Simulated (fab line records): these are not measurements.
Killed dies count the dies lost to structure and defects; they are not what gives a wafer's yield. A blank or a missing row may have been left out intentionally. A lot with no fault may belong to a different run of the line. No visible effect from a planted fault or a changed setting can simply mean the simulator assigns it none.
Which tool did it? :: flow nand harc :: 36 wafers from 12 lots sampled at 5 of the route's 1302 steps

== WHAT THE GAUGES SHOWED, per wafer ==
NHARC_END_SORT_01.
lot: L733
measured: day 25 01:29
on: prober-02
defect limited yield (%): 92.2 93.4 94.1
killed at array: 50 34 32
killed at other: 0 1 0
killed at periphery: 3 10 8
killed dies: 53 45 40
killed open: 2 3 5
killed short: 4 4 1

lot: L742
measured: day 29 12:40
on: prober-02
defect limited yield (%): 87.1 75.9 86.4
killed at array: 84 83 87
killed at other: 0 77 2
killed at periphery: 3 3 3
killed dies: 87 163 92
killed open: 4 7 7
killed short: 2 4 0

lot: L743
measured: day 29 04:04
on: prober-02
defect limited yield (%): 79.6 90.8 81.8
killed at array: 58 60 43
killed at other: 79 1 78
killed at periphery: 1 1 2
killed dies: 138 62 123
killed open: 1 2 2
killed short: 3 6 1

lot: L752
measured: day 33 11:55
on: prober-02
defect limited yield (%): 90.4 89.5 90.4
killed at array: 59 64 65
killed at other: 2 2 0
killed at periphery: 4 5 0
killed dies: 65 71 65
killed open: 7 6 3
killed short: 2 1 5

lot: L753
measured: day 33 04:07
on: prober-01
defect limited yield (%): 87.9
killed at array: 75
killed at other: 3
killed at periphery: 4
killed dies: 82
killed open: 5
killed short: 3

lot: L755
measured: day 34 01:14
on: prober-01
defect limited yield (%): 90.8
killed at array: 59
killed at other: 1
killed at periphery: 2
killed dies: 62
killed open: 0
killed short: 3

== TOOL THAT RAN EACH LOT (tool first, then ch and the chambers of the sampled wafers, then the start) ==
lot: L733
NHARC_THIN_TSV_DESCUM_14: rie diel-01 ch 0,3, day 24 02:39
NHARC_THIN_TSV_DEP_47: pecvd-04 ch 1,2, day 24 04:25
NHARC_THIN_TSV_PVD_51: pvd sputter-02, day 24 08:56 or earlier
NHARC_THIN_TSV_ETCH_59: rie metal-03 ch 0,1, day 24 08:56

lot: L732
NHARC_THIN_TSV_DESCUM_14: rie diel-10 ch 0,1,2, day 24 03:44
NHARC_THIN_TSV_DEP_47: pecvd-04 ch 0,2, day 24 05:31
NHARC_THIN_TSV_PVD_51: pvd sputter-02, day 24 09:46 or earlier
NHARC_THIN_TSV_ETCH_59: rie metal-01 ch 0, day 24 09:46

lot: L734
NHARC_THIN_TSV_DESCUM_14: rie diel-10 ch 0,1,2, day 24 20:40
NHARC_THIN_TSV_DEP_47: pecvd-03 ch 0,1, day 24 22:24
NHARC_THIN_TSV_PVD_51: pvd sputter-03, day 25 02:50 or earlier
NHARC_THIN_TSV_ETCH_59: rie metal-03 ch 0,1, day 25 02:50

lot: L736
NHARC_THIN_TSV_DESCUM_14: rie diel-01 ch 1,2,3, day 25 16:56
NHARC_THIN_TSV_DEP_47: pecvd-04 ch 0,1,2, day 25 18:58
NHARC_THIN_TSV_PVD_51: pvd sputter-02, day 25 23:17 or earlier
NHARC_THIN_TSV_ETCH_59: rie metal-01 ch 0,1, day 25 23:17

lot: L742
NHARC_THIN_TSV_DESCUM_14: rie diel-10 ch 0,2,3, day 28 14:17
NHARC_THIN_TSV_DEP_47: pecvd-04 ch 0,1,2, day 28 15:58
NHARC_THIN_TSV_PVD_51: pvd sputter-01, day 28 20:11 or earlier
NHARC_THIN_TSV_ETCH_59: rie metal-01 ch 0, day 28 20:11

lot: L743
NHARC_THIN_TSV_DESCUM_14: rie diel-10 ch 1,2, day 28 15:29
NHARC_THIN_TSV_DEP_47: pecvd-04 ch 0,2, day 28 17:23
NHARC_THIN_TSV_PVD_51: pvd sputter-01, day 28 21:43 or earlier
NHARC_THIN_TSV_ETCH_59: rie metal-02 ch 0,1, day 28 21:43

lot: L750
NHARC_THIN_TSV_DESCUM_14: rie diel-10 ch 0,1, day 32 02:43
NHARC_THIN_TSV_DEP_47: pecvd-02 ch 0,2, day 32 04:23
NHARC_THIN_TSV_PVD_51: pvd sputter-01, day 32 08:38 or earlier
NHARC_THIN_TSV_ETCH_59: rie metal-03 ch 0,1, day 32 08:38

lot: L751
NHARC_THIN_TSV_DESCUM_14: rie diel-02 ch 0,1, day 32 13:03
NHARC_THIN_TSV_DEP_47: pecvd-02 ch 1,2, day 32 15:04
NHARC_THIN_TSV_PVD_51: pvd sputter-01, day 32 19:20 or earlier
NHARC_THIN_TSV_ETCH_59: rie metal-01 ch 0,1, day 32 19:20

lot: L752
NHARC_THIN_TSV_DESCUM_14: rie diel-01 ch 1,2,3, day 32 14:13
NHARC_THIN_TSV_DEP_47: pecvd-04 ch 0,1, day 32 15:55
NHARC_THIN_TSV_PVD_51: pvd sputter-03, day 32 20:11 or earlier
NHARC_THIN_TSV_ETCH_59: rie metal-02 ch 1, day 32 20:11

lot: L753
NHARC_THIN_TSV_DESCUM_14: rie diel-01 ch 0,2,3, day 32 15:35
NHARC_THIN_TSV_DEP_47: pecvd-04 ch 0,1,2, day 32 17:16
NHARC_THIN_TSV_PVD_51: pvd sputter-03, day 32 21:38 or earlier
NHARC_THIN_TSV_ETCH_59: rie metal-01 ch 0,1, day 32 21:38

lot: L755
NHARC_THIN_TSV_DESCUM_14: rie diel-02 ch 0,1,2, day 33 10:10
NHARC_THIN_TSV_DEP_47: pecvd-04 ch 0,1,2, day 33 12:04
NHARC_THIN_TSV_PVD_51: pvd sputter-03, day 33 16:32 or earlier
NHARC_THIN_TSV_ETCH_59: rie metal-01 ch 0,1, day 33 16:32

lot: L754
NHARC_THIN_TSV_DESCUM_14: rie diel-01 ch 0,1, day 33 11:29
NHARC_THIN_TSV_DEP_47: pecvd-04 ch 0,1, day 33 13:18
NHARC_THIN_TSV_PVD_51: pvd sputter-01, day 33 17:48 or earlier
NHARC_THIN_TSV_ETCH_59: rie metal-03 ch 0,1, day 33 17:48
- NHARC_THIN_TSV_DESCUM_14: chemistry O2, time 3 s.
- NHARC_THIN_TSV_DEP_47: deposits SiO2, target thk 200 nm.
- NHARC_THIN_TSV_PVD_51: deposits Cu, target thk 100 nm.
- NHARC_THIN_TSV_ETCH_59: etches the open film in Cl2/BCl3, target depth 880 nm, time 138.1 s.

== WHAT THE TOOLS THEMSELVES READ (means of the sampled wafers that have a number; where no wafer has one, the mark that the record gives instead) ==
NHARC_THIN_TSV_DESCUM_14.
lot: L733
tool: rie diel-01
drypump motor current A (A): 5.9
oes product au (a.u.): 0.998
rf vpp V (V): 57.6
showerhead plenum p Torr (Torr): 1.86
throttle valve pct (%): 11.313

lot: L732
tool: rie diel-10
drypump motor current A (A): 5.9
oes product au (a.u.): 0.995
rf vpp V (V): 56.7
showerhead plenum p Torr (Torr): 1.92
throttle valve pct (%): 11.308

lot: L734
tool: rie diel-10
drypump motor current A (A): 5.9
oes product au (a.u.): 0.995
rf vpp V (V): 57.8
showerhead plenum p Torr (Torr): 1.92
throttle valve pct (%): 11.304

lot: L736
tool: rie diel-01
drypump motor current A (A): 5.5
oes product au (a.u.): 0.992
rf vpp V (V): 57.6
showerhead plenum p Torr (Torr): 1.89
throttle valve pct (%): 11.309

lot: L742
tool: rie diel-10
drypump motor current A (A): 5.8
oes product au (a.u.): 1.000
rf vpp V (V): 57.8
showerhead plenum p Torr (Torr): 1.93
throttle valve pct (%): 11.316

lot: L743
tool: rie diel-10
drypump motor current A (A): 5.7
oes product au (a.u.): 0.995
rf vpp V (V): 57.3
showerhead plenum p Torr (Torr): 1.90
throttle valve pct (%): 11.314

lot: L750
tool: rie diel-10
drypump motor current A (A): 6.0
oes product au (a.u.): 0.990
rf vpp V (V): 57.4
showerhead plenum p Torr (Torr): 1.95
throttle valve pct (%): 11.311

lot: L751
tool: rie diel-02
drypump motor current A (A): 5.9
oes product au (a.u.): 0.992
rf vpp V (V): 57.9
showerhead plenum p Torr (Torr): 1.91
throttle valve pct (%): 11.311

lot: L752
tool: rie diel-01
drypump motor current A (A): 5.5
oes product au (a.u.): 1.000
rf vpp V (V): 57.3
showerhead plenum p Torr (Torr): 1.89
throttle valve pct (%): 11.308

lot: L753
tool: rie diel-01
drypump motor current A (A): 5.7
oes product au (a.u.): 0.998
rf vpp V (V): 58.1
showerhead plenum p Torr (Torr): 1.90
throttle valve pct (%): 11.297

lot: L755
tool: rie diel-02
drypump motor current A (A): 5.7
oes product au (a.u.): 0.996
rf vpp V (V): 58.1
showerhead plenum p Torr (Torr): 1.90
throttle valve pct (%): 11.311

lot: L754
tool: rie diel-01
drypump motor current A (A): 5.6
oes product au (a.u.): 1.008
rf vpp V (V): 57.1
showerhead plenum p Torr (Torr): 1.81
throttle valve pct (%): 11.311

NHARC_THIN_TSV_DEP_47.
lot: L733
tool: pecvd-04
flow sccm (sccm): 2659
throttle valve pct (%): 15.7

lot: L732
tool: pecvd-04
flow sccm (sccm): 2647
throttle valve pct (%): 16.3

lot: L734
tool: pecvd-03
flow sccm (sccm): 2656
throttle valve pct (%): 16.1

lot: L736
tool: pecvd-04
flow sccm (sccm): 2650
throttle valve pct (%): 16.0

lot: L742
tool: pecvd-04
flow sccm (sccm): 2654
throttle valve pct (%): 15.7

lot: L743
tool: pecvd-04
flow sccm (sccm): 2645
throttle valve pct (%): 16.0

lot: L750
tool: pecvd-02
flow sccm (sccm): 2656
throttle valve pct (%): 16.5

lot: L751
tool: pecvd-02
flow sccm (sccm): 2646
throttle valve pct (%): 17.0

lot: L752
tool: pecvd-04
flow sccm (sccm): 2643
throttle valve pct (%): 16.0

lot: L753
tool: pecvd-04
flow sccm (sccm): 2654
throttle valve pct (%): 16.1

lot: L755
tool: pecvd-04
flow sccm (sccm): 2649
throttle valve pct (%): 16.1

lot: L754
tool: pecvd-04
flow sccm (sccm): 2648
throttle valve pct (%): 15.6

NHARC_THIN_TSV_PVD_51.
lot: L733
tool: pvd sputter-02
throttle valve pct (%): 29.7

lot: L732
tool: pvd sputter-02
throttle valve pct (%): 29.9

lot: L734
tool: pvd sputter-03
throttle valve pct (%): 29.5

lot: L736
tool: pvd sputter-02
throttle valve pct (%): 29.8

lot: L742
tool: pvd sputter-01
throttle valve pct (%): 29.5

lot: L743
tool: pvd sputter-01
throttle valve pct (%): 30.4

lot: L750
tool: pvd sputter-01
throttle valve pct (%): 29.8

lot: L751
tool: pvd sputter-01
throttle valve pct (%): 29.7

lot: L752
tool: pvd sputter-03
throttle valve pct (%): 29.6

lot: L753
tool: pvd sputter-03
throttle valve pct (%): 28.6

lot: L755
tool: pvd sputter-03
throttle valve pct (%): 29.8

lot: L754
tool: pvd sputter-01
throttle valve pct (%): 30.3

NHARC_THIN_TSV_ETCH_59.
lot: L733
tool: rie metal-03
drypump motor current A (A): 5.6
oes product au (a.u.): 0.998
throttle valve pct (%): 22.265

lot: L732
tool: rie metal-01
drypump motor current A (A): 5.0
oes product au (a.u.): 1.003
throttle valve pct (%): 22.260

lot: L734
tool: rie metal-03
drypump motor current A (A): 5.9
oes product au (a.u.): 0.997
throttle valve pct (%): 22.269

lot: L736
tool: rie metal-01
drypump motor current A (A): 5.3
oes product au (a.u.): 1.001
throttle valve pct (%): 22.271

lot: L742
tool: rie metal-01
drypump motor current A (A): 5.0
oes product au (a.u.): 1.002
throttle valve pct (%): 22.263

lot: L743
tool: rie metal-02
drypump motor current A (A): 4.8
oes product au (a.u.): 1.000
throttle valve pct (%): 22.271

lot: L750
tool: rie metal-03
drypump motor current A (A): 5.6
oes product au (a.u.): 0.996
throttle valve pct (%): 22.249

lot: L751
tool: rie metal-01
drypump motor current A (A): 5.6
oes product au (a.u.): 0.996
throttle valve pct (%): 22.266

lot: L752
tool: rie metal-02
drypump motor current A (A): 4.8
oes product au (a.u.): 0.999
throttle valve pct (%): 22.271

lot: L753
tool: rie metal-01
drypump motor current A (A): 5.6
oes product au (a.u.): 1.001
throttle valve pct (%): 22.264

lot: L755
tool: rie metal-01
drypump motor current A (A): 5.6
oes product au (a.u.): 0.996
throttle valve pct (%): 22.264

lot: L754
tool: rie metal-03
drypump motor current A (A): 5.8
oes product au (a.u.): 1.006
throttle valve pct (%): 22.258

== THE ANSWER, worked out from the rows above alone ==
Rule: what is usual is taken from the lots themselves. The widest of any qualifying gaps counts: lots, ordered by their means at a reading, are off when they make up no more than a third of the lots, leave a main group of 4 or more, and stand apart from it by 3 or more times the standard deviation of that group's means. The tables above print the reading to a certain number of digits; a main group whose means all agree to those digits is not used. Also off: a lot with no number at a reading for which 4 or more lots have one. All remaining lots with rows at the step are treated as sound. The gauges are gone through in route order, then the tools' own readings, and for those a lot's mean is taken as printed above. The first step at which some lot is off is used, and at that step the reading that is off furthest; a lot without a number counts as furthest.
Off at NHARC_END_SORT_01 (killed at other): L742, L743. Mean 1.4 and standard deviation 0.98 in the main group. Neither off nor sound, because the step has no rows for them: L732, L734, L736, L750, L751, L754.
A tool fits if, at a process step before that reading, it ran every lot that is off, and no sound lot after the first of them. Gauges at NHARC_END_SORT_01: tried the same way as those tools. With no start given for some of its lots, NHARC_THIN_TSV_PVD_51 uses the hours and lot order of NHARC_THIN_TSV_ETCH_59. Undecided on this evidence; 2 tools fit (rie diel-10 at NHARC_THIN_TSV_DESCUM_14, pvd sputter-01 at NHARC_THIN_TSV_PVD_51).

== WHAT THE SIMULATOR PUT IN ==
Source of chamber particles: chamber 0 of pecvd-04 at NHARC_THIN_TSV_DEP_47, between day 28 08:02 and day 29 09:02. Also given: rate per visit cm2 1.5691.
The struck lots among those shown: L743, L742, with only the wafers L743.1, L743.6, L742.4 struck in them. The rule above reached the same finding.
